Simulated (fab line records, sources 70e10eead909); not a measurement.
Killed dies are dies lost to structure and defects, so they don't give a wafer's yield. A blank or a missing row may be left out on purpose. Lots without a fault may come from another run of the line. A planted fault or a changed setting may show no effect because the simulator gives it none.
Chamber matching | flow nand_harc | NHARC_A_CONTACT_DESCUM_13 on rie_diel-02: 4 sister chambers
The step chemistry O2, time 3 s. 8 wafers are shown with their chamber, then 11 later ones without.

WAFERS WITH THEIR CHAMBER
wafer  | chamber | showerhead_plenum_p_Torr (Torr) | drypump_motor_current_A (A)
L080.6 | 3       | 1.84                            | 5.99
L083.1 | 1       | 2.02                            | 6.23
L083.5 | 0       | 1.88                            | 6.04
L083.6 | 2       | 1.85                            | 6.04
L088.1 | 0       | 1.88                            | 5.99
L088.2 | 2       | 1.84                            | 6.06
L088.3 | 3       | 1.84                            | 5.98
L089.1 | 1       | 2.01                            | 6.23

WAFERS WITHOUT THEIR CHAMBER
wafer  | showerhead_plenum_p_Torr (Torr) | drypump_motor_current_A (A)
L089.3 | 1.84                            | 5.99
L089.6 | 1.88                            | 6.03
L095.2 | 1.88                            | 6.01
L095.3 | 1.84                            | 6.03
L095.6 | 2.01                            | 6.23
L091.3 | 1.88                            | 6.00
L091.5 | 1.88                            | 6.00
L091.6 | 1.84                            | 6.00
L096.1 | 1.83                            | 6.00
L096.2 | 1.84                            | 6.08
L096.3 | 1.87                            | 6.01

WHICH CHAMBER EACH WENT THROUGH
wafer  | from the rows above     | in truth
L089.3 | 3                       | 3
L089.6 | 0                       | 0
L095.2 | 0                       | 0
L095.3 | can't be placed: 2 or 3 | 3
L095.6 | 1                       | 1
L091.3 | 0                       | 0
L091.5 | 0                       | 0
L091.6 | can't be placed: 3 or 2 | 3
L096.1 | can't be placed: 3 or 2 | 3
L096.2 | 2                       | 2
L096.3 | 0                       | 0
Placed correctly: 8 of 11. Can't be placed from these rows: 3 (the true chamber is among the candidates in 3). Placed wrongly: 0.
How it was worked out, from the rows above alone: a wafer's distance from a chamber is the root of the sum, over the readings, of the square of ((its reading less the chamber's mean) divided by the reading's scatter). The wafer belongs to the nearest chamber; if the next one is less than 2 further off, it can't be placed. A chamber's mean is the mean of its shown wafers. The scatter: the root of (the sum of the squares of (reading less its chamber's mean) over the shown wafers, divided by (wafers less chambers)).
